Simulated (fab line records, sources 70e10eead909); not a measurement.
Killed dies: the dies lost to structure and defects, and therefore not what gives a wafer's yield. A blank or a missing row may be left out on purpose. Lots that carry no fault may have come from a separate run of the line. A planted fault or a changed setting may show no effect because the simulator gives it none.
Which of the tools did it?	flow nand-harc	13 lots with 39 wafers sampled at 5 steps, on a route of 1159 steps

## WHAT EACH GAUGE READ, for each wafer
NHARC_END_SORT_01. Usual: killed-at-array 31, standard deviation 11; killed-at-other 0.5, standard deviation 0.78; killed-at-periphery 3.0, standard deviation 2; killed-dies 34, standard deviation 12; killed-open 3.2, standard deviation 2; killed-short 1.9, standard deviation 1.6.
lot	measured	on	killed-at-array	killed-at-other	killed-at-periphery	killed-dies	killed-open	killed-short	flag
L913	day 23 20:34	prober-02	27 29 42	1 0 0	8 2 5	36 31 47	0 4 6	2 0 2	

## EACH LOT AND THE TOOL THAT RAN IT (in order: tool; ch and the chambers of the sampled wafers; start)
lot	NHARC_A_CONTACT_ETCH_132	NHARC_A_CONTACT_ETCH_91	NHARC_A_CONTACT_DEP_85	NHARC_A_CONTACT_SOFTBAKE_03
L901	har-cap-etch-01 ch 0,1, day 16 19:10	rie-diel-04 ch 0,2,3, day 16 19:52	pecvd-02 ch 0,1, day 16 23:00	litho-track-06 ch 0, day 16 23:00
L902	har-cap-etch-02 ch 0,1, day 17 01:55	rie-diel-03 ch 0,1, day 17 02:38	pecvd-01 ch 0,1, day 17 05:06	litho-track-04 ch 0, day 17 05:00
L903	har-cap-etch-03 ch 0,1, day 17 19:49	rie-diel-03 ch 0,1,3, day 17 20:30	pecvd-03 ch 1,2, day 17 22:56	litho-track-01 ch 0, day 17 23:00
L908	har-cap-etch-02 ch 0,1, day 18 18:20	rie-diel-01 ch 0,1,2, day 18 19:02	pecvd-02 ch 0,1,2, day 18 23:28	litho-track-01 ch 0, day 18 23:00
L907	har-cap-etch-03 ch 0, day 18 19:48	rie-diel-01 ch 2,3, day 18 20:29	pecvd-01 ch 0,2, day 19 00:50	litho-track-06 ch 0, day 19 01:00
L911	har-cap-etch-03 ch 0,1, day 19 16:53	rie-diel-03 ch 0,3, day 19 17:35	pecvd-02 ch 1,2, day 19 20:46	litho-track-01 ch 0, day 19 21:00
L916	har-cap-etch-02 ch 0,1, day 20 17:36	rie-diel-03 ch 2,3, day 20 18:17	pecvd-01 ch 0,2, day 20 22:47	litho-track-06 ch 0, day 20 23:00
L913	har-cap-etch-03 ch 0,1, day 21 03:24	rie-diel-04 ch 0,1,3, day 21 04:07	pecvd-02 ch 1,2, day 21 09:26	litho-track-06 ch 0, day 21 09:00
L915	har-cap-etch-01 ch 0,1, day 21 05:16	rie-diel-03 ch 2,3, day 21 05:58	pecvd-02 ch 0,2, day 21 10:37	litho-track-06 ch 0, day 21 10:00
L918	har-cap-etch-02 ch 0,1, day 21 08:17	rie-diel-01 ch 1,2,3, day 21 09:01	pecvd-01 ch 0,1, day 21 15:39	litho-track-06 ch 0, day 21 15:00
L921	har-cap-etch-02 ch 0,1, day 21 22:11	rie-diel-03 ch 1,2,3, day 21 22:56	pecvd-01 ch 1,2, day 22 02:26	litho-track-06 ch 0, day 22 02:00
L920	har-cap-etch-03 ch 0,1, day 22 02:41	rie-diel-04 ch 2,3, day 22 03:23	pecvd-02 ch 0,1,2, day 22 07:41	litho-track-06 ch 0, day 22 07:00
L922	har-cap-etch-01 ch 0,1, day 22 12:43	rie-diel-01 ch 0,2,3, day 22 13:25	pecvd-03 ch 0,1,2, day 22 15:58	litho-track-04 ch 0, day 22 16:00
- NHARC_A_CONTACT_ETCH_132: etches the open film in C4F8/O2/Ar, time 156 s, target depth 958 nm.
- NHARC_A_CONTACT_ETCH_91: etches the open film in CH3F/O2, target depth 40 nm, time 85.7 s.
- NHARC_A_CONTACT_DEP_85: deposits SiON, target thk 50 nm.
- NHARC_A_CONTACT_SOFTBAKE_03: time 55 s.

## AS READ BY THE TOOLS THEMSELVES (means over the sampled wafers that have a number; for cases with no such wafer, the mark the record gives instead)
NHARC_A_CONTACT_ETCH_91. Usual: bias-w 100.0 W, standard deviation 0.32; ch3f-flow-sccm 49.99 sccm, standard deviation 0.15; drypump-motor-current-A 5.6 A, standard deviation 0.41; o2-flow-sccm 29.98 sccm, standard deviation 0.086; oes-product-au 0.94 a.u., standard deviation 0.035; rf-vpp-V 243.7 V, standard deviation 1.5; showerhead-plenum-p-Torr 2.42 Torr, standard deviation 0.1; throttle-valve-pct 20.663 %, standard deviation 0.01.
lot	tool	bias-w (W)	ch3f-flow-sccm (sccm)	drypump-motor-current-A (A)	o2-flow-sccm (sccm)	oes-product-au (a.u.)	rf-vpp-V (V)	showerhead-plenum-p-Torr (Torr)	throttle-valve-pct (%)	flag
L901	rie-diel-04	100.0	50.10	5.3	29.93	0.92	244.9	2.48	20.674	
L902	rie-diel-03	99.8	49.93	5.3	30.00	0.93	244.5	2.47	20.659	
L903	rie-diel-03	99.8	49.91	5.4	30.00	0.92	243.5	2.41	20.665	
L908	rie-diel-01	100.1	49.97	5.8	30.00	0.99	245.5	2.54	20.654	
L907	rie-diel-01	99.9	50.01	5.4	29.94	0.92	243.1	2.37	20.660	
L911	rie-diel-03	99.6	49.97	5.6	29.98	0.97	242.8	2.35	20.659	
L916	rie-diel-03	100.1	50.06	5.9	29.94	0.91	241.9	2.31	20.655	
L913	rie-diel-04	100.0	50.00	5.5	29.96	0.99	243.8	2.49	20.662	
L915	rie-diel-03	99.8	49.78	5.9	29.98	0.92	242.5	2.31	20.651	
L918	rie-diel-01	100.2	49.90	5.5	29.87	0.93	244.7	2.46	20.664	
L921	rie-diel-03	100.3	49.94	5.8	29.95	0.94	243.2	2.37	20.666	
L920	rie-diel-04	100.3	49.79	5.5	30.02	0.91	243.5	2.40	20.659	
L922	rie-diel-01	100.1	50.17	5.7	29.98	0.92	244.1	2.42	20.667	

NHARC_A_CONTACT_DEP_85. Usual: heater-power-w at 773 W, with a standard deviation of 110.
lot	tool	heater-power-w (W)	flag
L901	pecvd-02	669	
L902	pecvd-01	896	
L903	pecvd-03	745	
L908	pecvd-02	702	
L907	pecvd-01	914	
L911	pecvd-02	742	
L916	pecvd-01	916	
L913	pecvd-02	687	
L915	pecvd-02	704	
L918	pecvd-01	861	
L921	pecvd-01	790	
L920	pecvd-02	684	
L922	pecvd-03	787	

NHARC_A_CONTACT_SOFTBAKE_03. Usual: heater-power-total-W at 188.46 W, with a standard deviation of 0.13.
lot	tool	heater-power-total-W (W)	flag
L901	litho-track-06	188.36	
L902	litho-track-04	188.52	
L903	litho-track-01	188.51	
L908	litho-track-01	323.26	OFF
L907	litho-track-06	188.39	
L911	litho-track-01	323.21	OFF
L916	litho-track-06	188.37	
L913	litho-track-06	188.42	
L915	litho-track-06	188.48	
L918	litho-track-06	188.50	
L921	litho-track-06	188.33	
L920	litho-track-06	188.50	
L922	litho-track-04	188.35	

## THE ANSWER, worked out from the rows above alone
Rule: a lot counts as off when the mean over its wafers that have a number is more than 3 standard deviations away from the usual mean. A lot without any number at a reading at which 4 lots or more have one is off too. Any other lot the step has rows for is counted as sound. First the gauges in route order, then the tools' own readings, where a lot's mean is used as printed above. The first step at which some lot is off is used, and at that step the reading that is off furthest; a lot without a number counts as furthest.
Off: L908, L911 (NHARC_A_CONTACT_SOFTBAKE_03, heater-power-total-W).
If a tool, at that step or one of the process steps before it, ran each lot that is off and ran no sound lot following the first of them, it fits. One candidate fits, namely litho-track-01 at NHARC_A_CONTACT_SOFTBAKE_03. A fault onset in the window from L903 (day 17 23:00, its last sound lot) to L908 (day 18 23:00, its first lot off) fits.
The tool's own readings at NHARC_A_CONTACT_SOFTBAKE_03 bear it out: on the lots that are off they differ by more than 5 times the standard deviation of the sound lots' means. heater-power-total-W reads 323.24 W there against 188.43 W on the sound lots.

## WHAT HAD BEEN PUT IN BY THE SIMULATOR
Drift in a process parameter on litho-track-01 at NHARC_A_CONTACT_SOFTBAKE_03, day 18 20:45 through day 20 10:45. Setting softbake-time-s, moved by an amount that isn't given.
Shown lots that were struck: L908, L911. Same finding as the rule above.
